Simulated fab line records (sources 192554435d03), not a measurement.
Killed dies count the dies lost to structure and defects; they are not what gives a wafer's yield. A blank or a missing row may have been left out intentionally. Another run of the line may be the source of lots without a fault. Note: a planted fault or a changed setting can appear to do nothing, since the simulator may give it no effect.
Which tool was responsible? :: flow n5Finfet :: 8 lots, 23 wafers sampled, at 1 step of a route of 1938

== WHAT THE GAUGES READ, wafer by wafer ==
N5_BEOL_M4_RC_MEAS_101. Usual: DIBL_N 36.8 mV/V, standard deviation 1.5; DIBL_P 37.1 mV/V, standard deviation 2.1; IOFF_N 0.168 nA/um, standard deviation 0.03; IOFF_P 0.22 nA/um, standard deviation 0.034; ION_N 679 uA/um, standard deviation 12; ION_P 466 uA/um, standard deviation 8; SS_N 71.7 mV/dec, standard deviation 0.58; SS_P 73.5 mV/dec, standard deviation 0.67; VT_N 248.8 mV, standard deviation 2.7; VT_P -250 mV, standard deviation 3.3.
lot: L553
measured: day 7 12:11
on: prober-02
DIBL_N (mV/V): 38.6 34.9 38.5
DIBL_P (mV/V): 39.9 35.0 39.9
IOFF_N (nA/um): 0.204 0.135 0.213
IOFF_P (nA/um): 0.24 0.17 0.25
ION_N (uA/um): 683 662 679
ION_P (uA/um): 463 455 466
SS_N (mV/dec): 73.2 71.3 71.6
SS_P (mV/dec): 74.1 73.5 74.3
VT_N (mV): 247.3 250.8 244.0
VT_P (mV): -249 -256 -247
flag: 

lot: L554
measured: day 8 02:38
on: prober-01
DIBL_N (mV/V): 37.6 37.3 38.0
DIBL_P (mV/V): 39.4 37.8 39.2
IOFF_N (nA/um): 0.203 0.181 0.197
IOFF_P (nA/um): 0.29 0.25 0.28
ION_N (uA/um): 694 679 679
ION_P (uA/um): 475 466 470
SS_N (mV/dec): 71.2 71.3 71.7
SS_P (mV/dec): 74.3 73.5 74.9
VT_N (mV): 245.8 249.1 247.4
VT_P (mV): -247 -248 -246
flag: 

lot: L557
measured: day 8 11:34
on: prober-02
DIBL_N (mV/V): 36.4 38.7 36.0
DIBL_P (mV/V): 37.5 40.5 37.8
IOFF_N (nA/um): 0.165 0.200 0.152
IOFF_P (nA/um): 0.22 0.27 0.23
ION_N (uA/um): 677 687 679
ION_P (uA/um): 468 468 468
SS_N (mV/dec): 71.8 72.6 71.0
SS_P (mV/dec): 72.7 74.0 72.7
VT_N (mV): 247.4 246.2 251.6
VT_P (mV): -253 -247 -246
flag: 

lot: L558
measured: day 8 17:46
on: prober-01
DIBL_N (mV/V): 37.7 39.2 34.7
DIBL_P (mV/V): 38.3 37.7 33.1
IOFF_N (nA/um): 0.187 0.213 0.126
IOFF_P (nA/um): 0.26 0.24 0.17
ION_N (uA/um): 678 680 667
ION_P (uA/um): 467 460 458
SS_N (mV/dec): 72.6 72.9 71.5
SS_P (mV/dec): 74.2 73.9 73.1
VT_N (mV): 247.7 248.0 252.7
VT_P (mV): -246 -247 -252
flag: 

lot: L559
measured: day 9 06:04
on: prober-01
DIBL_N (mV/V): 35.4 35.5 35.6
DIBL_P (mV/V): 37.0 37.0 37.2
IOFF_N (nA/um): 0.167 0.166 0.183
IOFF_P (nA/um): 0.22 0.21 0.22
ION_N (uA/um): 671 680 684
ION_P (uA/um): 469 463 470
SS_N (mV/dec): 71.3 71.8 71.2
SS_P (mV/dec): 74.0 72.8 73.4
VT_N (mV): 247.2 245.1 244.9
VT_P (mV): -249 -248 -247
flag: 

lot: L569
measured: day 11 22:59
on: prober-01
DIBL_N (mV/V): 37.2 35.6
DIBL_P (mV/V): 37.4 35.5
IOFF_N (nA/um): 0.178 0.146
IOFF_P (nA/um): 0.23 0.20
ION_N (uA/um): 690 683
ION_P (uA/um): 467 468
SS_N (mV/dec): 71.8 70.7
SS_P (mV/dec): 72.4 72.7
VT_N (mV): 245.2 251.3
VT_P (mV): -249 -249
flag: 

lot: L572
measured: day 12 11:42
on: prober-01
DIBL_N (mV/V): 36.0 36.6 33.2
DIBL_P (mV/V): 37.5 37.5 33.1
IOFF_N (nA/um): 0.143 0.163 0.102
IOFF_P (nA/um): 0.21 0.20 0.15
ION_N (uA/um): 670 677 651
ION_P (uA/um): 462 460 451
SS_N (mV/dec): 72.4 72.0 71.3
SS_P (mV/dec): 74.4 73.6 72.1
VT_N (mV): 250.8 247.4 255.1
VT_P (mV): -251 -251 -254
flag: 

lot: L573
measured: day 13 06:37
on: prober-02
DIBL_N (mV/V): 38.9 36.8 38.6
DIBL_P (mV/V): 37.8 35.5 36.7
IOFF_N (nA/um): 0.177 0.135 0.174
IOFF_P (nA/um): 0.19 0.17 0.18
ION_N (uA/um): 678 675 683
ION_P (uA/um): 460 459 462
SS_N (mV/dec): 72.3 70.8 72.4
SS_P (mV/dec): 73.9 73.3 73.7
VT_N (mV): 247.2 254.0 249.3
VT_P (mV): -256 -256 -257
flag: 

== WHAT TOOL EACH LOT RAN ON (gives the tool, then ch and the chambers of the sampled wafers, and finally the start) ==
No process step before these readings appears in the record.

== AS READ BY THE TOOLS THEMSELVES (means over the sampled wafers that have a number; for cases with no such wafer, the mark the record gives instead) ==
The record holds no such reading with a usual standard deviation.

== THE ANSWER, worked out from the rows above alone ==
Rule: lot off if the mean of its wafers having a number is beyond 3 standard deviations from the usual mean. Also off: a lot with no number at a reading for which 4 or more lots have one. The other lots that the step has rows for count as sound. Order of review: gauges by route order, followed by the tools' own readings, for which a lot's mean as printed above is used. At the first step where some lot is off, the reading lying furthest off is the one used; lots without a number count as furthest.
No lot is off on any of the readings shown, so nothing can be concluded from this.

== WHAT HAD BEEN PUT IN BY THE SIMULATOR ==
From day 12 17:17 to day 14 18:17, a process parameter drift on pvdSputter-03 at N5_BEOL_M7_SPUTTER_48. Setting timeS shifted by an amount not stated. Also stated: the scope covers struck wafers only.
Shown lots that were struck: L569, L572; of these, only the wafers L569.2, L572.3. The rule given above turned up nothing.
